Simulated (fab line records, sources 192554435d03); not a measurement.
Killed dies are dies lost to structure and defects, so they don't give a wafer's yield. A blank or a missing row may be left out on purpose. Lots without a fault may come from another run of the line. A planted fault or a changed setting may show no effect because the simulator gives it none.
fab line records | flow n5_finfet
record lots=6 wafers=18 last_day=17
route steps=1938 shown BEOL_M11@1597 BEOL_M12@1602 PASSIVATION@1936
lots that met no fault: from a run of the same line without faults
start_h: hours from the record's first day to the start of the lot's first wafer shown | wait_h: hours since the lot's step before | " the same as in the row above | L1.1+2: a row that stands for several wafers | - no value, or no start given | * or withheld: withheld | < > ~ a bound
route shown NAME@n: a module of which the file shows steps, and the number in the route of the first | usual: mean/standard deviation of fault-free wafers | same: alike in all rows | chamber/n: place in a boat | sites: the reading at each site | _std_site: their standard deviation | _edge_site: outer sites' mean less inner sites' | radius_mm: how far each site lies from the wafer's centre | mask NAME#n: copy n | behind: the tool/chamber that last shaped the wafer | hold: why the lot was held/for how many hours/how that ended | device: the transistor (n, p or np) that didn't switch | end of line: the same wafers' tests at the end of the route | a step without rows: its recipe alone | killed: dies lost to structure and defects at the first sort, not the wafer's yield | map: a wafer's dies, x killed, . not, _ none there
set.NAME: the setting as run; set.NAME@STEP: as run at that earlier step | model.NAME: the simulator's own value behind a step, which no gauge read
lots at some steps of the route; a table a step, a row a wafer
services: from which hour (start_h, from the record's first day; less than 0 if before it) a tool's chamber was out of use, for how many hours, and why
## steps
# step N5_BEOL_M11_THK_MEAS_53
# recipe thk_meas_gauge=xrf reads=Cu_of_BEOL_M11_ECD_50
# usual M11_THK=145/3.5
# columns lot.wafer tool chamber start_h wait_h M11_THK[nm]
L576.1 film_metro-01 - 263.25 - 143
L576.4 " - " " 150
L576.5 " - " " 143
L584.1 film_metro-01 - 298.04 - 140
L584.2 " - " " 144
L584.4 " - " " 144
L588.1 film_metro-01 - 338.27 - 153
L588.2 " - " " 150
L588.6 " - " " 148
L589.1 film_metro-01 - 340.53 - 148
L589.3 " - " " 142
L589.4 " - " " 144
L593.1 film_metro-02 - 366.42 - 151
L593.4 " - " " 142
L593.6 " - " " 148
L596.2 film_metro-02 - 372.82 - 148
L596.5 " - " " 150
L596.6 " - " " 143
# step N5_BEOL_M11_PRE_CLEAN_55
# recipe gas=NH3 time_s=15 temp_c=withheld rf_power_w=300
# step N5_BEOL_M11_DEP_56
# recipe material=SiCN target_thk_a=300 temp_c=withheld precursor=3MS/NH3 pressure_torr=3 rf_w=675 time_s=10.5
# usual showerhead_plenum_p_Torr=4.160/0.015 throttle_valve_pct=17.8/0.82
# columns lot.wafer tool chamber start_h wait_h showerhead_plenum_p_Torr throttle_valve_pct
L576.1 pecvd-04 0 263.33 0.0 4.153 17.8
L576.4 " 0 " " 4.141 17.7
L576.5 " 1 " " 4.152 18.4
L584.1 pecvd-03 0 298.10 0.0 4.148 18.9
L584.2 " 2 " " 4.197 17.0
L584.4 " 2 " " 4.191 17.2
L588.1 pecvd-01 2 338.34 0.0 4.161 17.1
L588.2 " 1 " " 4.173 19.0
L588.6 " 2 " " 4.163 17.1
L589.1 pecvd-01 2 340.59 0.0 4.162 17.0
L589.3 " 1 " " 4.165 18.8
L589.4 " 2 " " 4.170 16.8
L593.1 pecvd-03 1 366.49 0.0 4.168 18.4
L593.4 " 0 " " 4.148 18.6
L593.6 " 2 " " 4.192 17.1
L596.2 pecvd-03 1 372.88 0.0 4.166 18.4
L596.5 " 1 " " 4.169 18.5
L596.6 " 2 " " 4.194 16.8
# step N5_BEOL_M11_RS_MEAS_57
# recipe thk_meas_gauge=four-point-probe reads=Cu_of_BEOL_M11_ECD_50+Co_of_BEOL_M11_CVD_75+TaN_of_BEOL_M11_ALD_74
# usual M11_RS=0.151/0.0037
# columns lot.wafer tool chamber start_h wait_h M11_RS[ohm/sq]
L576.1 film_metro-02 - 263.41 0.1 0.152
L576.4 " - " " 0.145
L576.5 " - " " 0.152
L584.1 film_metro-01 - 298.16 0.0 0.156
L584.2 " - " " 0.152
L584.4 " - " " 0.152
L588.1 film_metro-01 - 338.40 0.0 0.144
L588.2 " - " " 0.146
L588.6 " - " " 0.149
L589.1 film_metro-01 - 340.66 0.0 0.148
L589.3 " - " " 0.155
L589.4 " - " " 0.152
L593.1 film_metro-02 - 366.55 0.0 0.145
L593.4 " - " " 0.153
L593.6 " - " " 0.147
L596.2 film_metro-02 - 372.94 0.0 0.148
L596.5 " - " " 0.145
L596.6 " - " " 0.152
# step N5_BEOL_M11_INSPECT_58
# recipe inspect_instrument=darkfield mode=post_dep
# usual raw_defect_count=65/21
# columns lot.wafer tool chamber start_h wait_h raw_defect_count
L576.1 defect_inspect-02 - 263.43 0.0 95
L576.4 " - " " 54
L576.5 " - " " 95
L584.1 defect_inspect-01 - 298.19 0.0 39
L584.2 " - " " 65
L584.4 " - " " 83
L588.1 defect_inspect-02 - 338.42 0.0 50
L588.2 " - " " 74
L588.6 " - " " 49
L589.1 defect_inspect-01 - 340.68 0.0 80
L589.3 " - " " 110
L589.4 " - " " 91
L593.1 defect_inspect-01 - 366.57 0.0 55
L593.4 " - " " 48
L593.6 " - " " 63
L596.2 defect_inspect-01 - 372.97 0.0 68
L596.5 " - " " 51
L596.6 " - " " 48
# step N5_BEOL_M12_ILD_DEP_00
# recipe material=SiOC target_thk_a=6589.2 temp_c=350 precursor=DEMS/O2 pressure_torr=5 rf_w=500 time_s=130.7
# usual heater_power_w=441/80 showerhead_plenum_p_Torr=5.693/0.013 susceptor_temp_C=350.03/0.19 throttle_valve_pct=12.0/0.52
# columns lot.wafer tool chamber start_h wait_h heater_power_w showerhead_plenum_p_Torr susceptor_temp_C throttle_valve_pct
L576.1 pecvd-04 0 263.47 0.0 509 5.682 350.07 11.7
L576.4 " 0 " " 510 5.684 349.76 11.9
L576.5 " 0 " " 418 5.673 349.71 12.0
L584.1 pecvd-02 2 298.23 0.0 428 5.727 350.14 12.0
L584.2 " 1 " " 347 5.701 349.95 12.6
L584.4 " 0 " " 357 5.687 350.11 12.3
L588.1 pecvd-02 2 338.46 0.0 484 5.716 350.12 12.2
L588.2 " 1 " " 360 5.707 350.06 12.6
L588.6 " 0 " " 420 5.676 349.99 12.7
L589.1 pecvd-02 2 340.72 0.0 491 5.712 350.27 12.0
L589.3 " 0 " " 430 5.684 350.36 12.4
L589.4 " 1 " " 361 5.714 349.91 12.5
L593.1 pecvd-01 2 366.61 0.0 541 5.684 350.17 11.6
L593.4 " 0 " " 664 5.688 350.19 10.9
L593.6 " 1 " " 366 5.693 350.09 12.2
L596.2 pecvd-02 1 373.00 0.0 405 5.698 350.11 12.3
L596.5 " 0 " " 352 5.691 349.98 12.5
L596.6 " 1 " " 403 5.692 349.81 12.5
# step N5_BEOL_M12_THK_MEAS_01
# recipe reads=SiOC_of_BEOL_M12_ILD_DEP_00
# usual M12_ILD_THK=658/8.4
# columns lot.wafer tool chamber start_h wait_h M12_ILD_THK[nm]
L576.1 film_metro-01 - 263.65 0.1 639
L576.4 " - " " 654
L576.5 " - " " 649
L584.1 film_metro-02 - 298.36 0.1 651
L584.2 " - " " 661
L584.4 " - " " 664
L588.1 film_metro-01 - 338.59 0.1 644
L588.2 " - " " 649
L588.6 " - " " 656
L589.1 film_metro-01 - 340.85 0.1 654
L589.3 " - " " 651
L589.4 " - " " 668
L593.1 film_metro-02 - 366.74 0.1 642
L593.4 " - " " 658
L593.6 " - " " 654
L596.2 film_metro-02 - 373.14 0.1 653
L596.5 " - " " 663
L596.6 " - " " 660
# step N5_BEOL_M12_COAT_58
# recipe resist=BARC temp_c=205 time_s=60 spin_rpm=1500 resist_thk_nm=89
# step N5_BEOL_M12_COAT_04
# recipe spin_rpm=1625 resist_thk_nm=400
# step N5_BEOL_M12_EBR_06
# recipe solvent=PGMEA ebr_width_mm=1.5
# step N5_BEOL_M12_SOFTBAKE_05
# recipe temp_c=130 time_s=60
# step N5_BEOL_M12_EXPOSE_07
# recipe mask_id=V11 na=0.93 source_shape=conventional sigma_outer=0.6 polarization=unpolarized attpsm_phase_deg=180 dose_mj=32.5
# step N5_BEOL_M12_PEB_08
# recipe peb_temp_c=130 peb_time_s=90
# usual heater_power_total_W=172.5/0.77 plate_temp_C=130.02/0.14
# columns lot.wafer tool chamber start_h wait_h heater_power_total_W plate_temp_C
L576.1 litho_track-05 0 263.96 0.1 173.0 129.99
L576.4 " 0 " " 173.9 129.99
L576.5 " 0 " " 171.0 130.10
L584.1 litho_track-01 0 298.67 0.1 172.2 130.12
L584.2 " 0 " " 172.7 130.14
L584.4 " 0 " " 173.8 129.98
L588.1 litho_track-01 0 338.78 0.1 168.7 128.07
L588.2 " 0 " " 168.2 128.03
L588.6 " 0 " " 169.5 127.98
L589.1 litho_track-01 0 341.04 0.1 170.0 127.87
L589.3 " 0 " " 169.3 127.94
L589.4 " 0 " " 168.0 127.94
L593.1 litho_track-05 0 366.93 0.1 172.2 129.92
L593.4 " 0 " " 172.6 129.98
L593.6 " 0 " " 171.8 130.00
L596.2 litho_track-05 0 373.45 0.0 172.4 129.97
L596.5 " 0 " " 173.1 129.90
L596.6 " 0 " " 172.3 129.92
# step N5_BEOL_M12_DEVELOP_09
# recipe develop_time_s=45 rinse_liquid=diw dry=air_spin dev_temp_c=21
# step N5_BEOL_M12_HARDBAKE_14
# recipe temp_c=130 time_s=120
# step N5_BEOL_M12_CD_MEAS_10
# recipe target_cd_nm=140 landing_energy_ev=500 detector=se_inlens polarity=opening
# usual cd_nm=140.3/1.9
# columns lot.wafer tool chamber start_h wait_h cd_nm
L576.1 cd_sem-01 0 264.08 - 138.1
L576.4 " 0 " " 139.0
L576.5 " 0 " " 142.0
L584.1 cd_sem-03 0 298.79 - 141.3
L584.2 " 0 " " 140.8
L584.4 " 0 " " 138.7
L588.1 cd_sem-01 0 338.90 - 132.8
L588.2 " 0 " " 132.7
L588.6 " 0 " " 131.8
L589.1 cd_sem-02 0 341.15 - 133.3
L589.3 " 0 " " 134.8
L589.4 " 0 " " 135.5
L593.1 cd_sem-02 0 367.05 - 136.8
L593.4 " 0 " " 138.6
L593.6 " 0 " " 141.6
L596.2 cd_sem-03 0 373.57 - 140.0
L596.5 " 0 " " 136.3
L596.6 " 0 " " 137.1
# step N5_BEOL_M12_OVL_MEAS_11
# recipe points_per_wafer=44
# usual V11_OVL=-5/5.7
# columns lot.wafer tool chamber start_h wait_h V11_OVL[nm]
L576.1 overlay-01 0 264.11 0.0 -7
L576.4 " 0 " " -16
L576.5 " 0 " " -3
L584.1 overlay-02 0 298.82 0.0 -9
L584.2 " 0 " " -6
L584.4 " 0 " " -9
L588.1 overlay-01 0 338.93 0.0 -8
L588.2 " 0 " " -5
L588.6 " 0 " " -7
L589.1 overlay-02 0 341.18 0.0 -4
L589.3 " 0 " " -1
L589.4 " 0 " " -4
L593.1 overlay-02 0 367.08 0.0 -13
L593.4 " 0 " " -4
L593.6 " 0 " " -9
L596.2 overlay-02 0 373.59 0.0 -13
L596.5 " 0 " " -11
L596.6 " 0 " " -14
# step N5_PASSIVATION_PROBE_49
# usual defect_limited_yield=91.2/1.5 killed_at_M0_to_M3=36/10 killed_at_M4_up=13/6 killed_at_contacts=11/5.2 killed_at_front_end=40/11 killed_at_other=3.1/2.9 killed_dies=104/17 killed_open=66/12 killed_short=34/7.7 sort_bin_5_function=5.1/0.91 sort_bin_6_memory=3.2/0.67 sort_n_pass=1076/17 sort_yield_pct=91.2/1.5
# same gross_dies=1180 killed_at_back_side=0 sort_bin_4_leakage[%]=0 sort_bin_8_speed[%]=0
# columns lot.wafer tool chamber start_h wait_h defect_limited_yield[%] killed_at_M0_to_M3 killed_at_M4_up killed_at_contacts killed_at_front_end killed_at_other killed_dies killed_open killed_short sort_bin_5_function[%] sort_bin_6_memory[%] sort_n_pass sort_yield_pct[%]
L589.3 prober-01 - 380.25 0.1 90.3 42 8 12 52 1 115 78 35 5.9 3.5 1065 90.3
# killed by level:class
L589.3 BEOL_M0_SAQP:geometric_particle:short=13 STI_FIN_REVEAL:geometric_particle:open=12 FIN_SAQP:geometric_particle:open=10 MOL_CONTACT_COAG:geometric_particle:open=10 BEOL_M0_SAQP:geometric_particle:open=7 DUMMY_GATE:geometric_particle:open=6 BEOL_M1:geometric_particle:open=5 BEOL_M2:geometric_particle:open=5
## services
# columns tool chamber start_h hours kind
pecvd-04 2 246.07 5.5 scheduled_down
pecvd-04 2 251.58 - clean
pecvd-04 2 251.58 - consumable_replace:showerhead
pecvd-04 2 251.58 29.0 scheduled_down
pecvd-04 2 251.58 29.0 vent_cycle
pecvd-03 - 257.52 0.3 repair
litho_track-01 - 285.79 - consumable_replace:filter
litho_track-05 - 315.18 - consumable_replace:filter
pecvd-01 - 318.31 6.0 pm
pecvd-03 0 330.27 10.9 repair
## key
first_sign step=N5_BEOL_M12_PEB_08 reading=plate_temp_C direction=down sigmas=15 usual=* struck=*
effect step=N5_BEOL_M12_PEB_08 reading=heater_power_total_W direction=down sigmas=4.6 usual=* struck=*
effect step=N5_BEOL_M12_CD_MEAS_10 reading=cd_nm direction=down sigmas=3.6 usual=140.3 struck=133.5 through=control_loop
met_at N5_BEOL_M12_PEB_08
struck_wafers L588.1,L588.2,L588.6,L589.1,L589.3,L589.4
loop_trim step=N5_BEOL_M12_EXPOSE_07 setting=dose lots=L589
onset_between 298.67 338.78
fault kind=process_parameter_drift tool=litho_track-01 chamber=- onset_h=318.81 steps=N5_BEOL_M12_PEB_08 channel=peb_temp_c offset=* shape=step end_h=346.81 acts_in=* stated=*
# loop_trim: a control loop set the setting to another value than it would have without faults
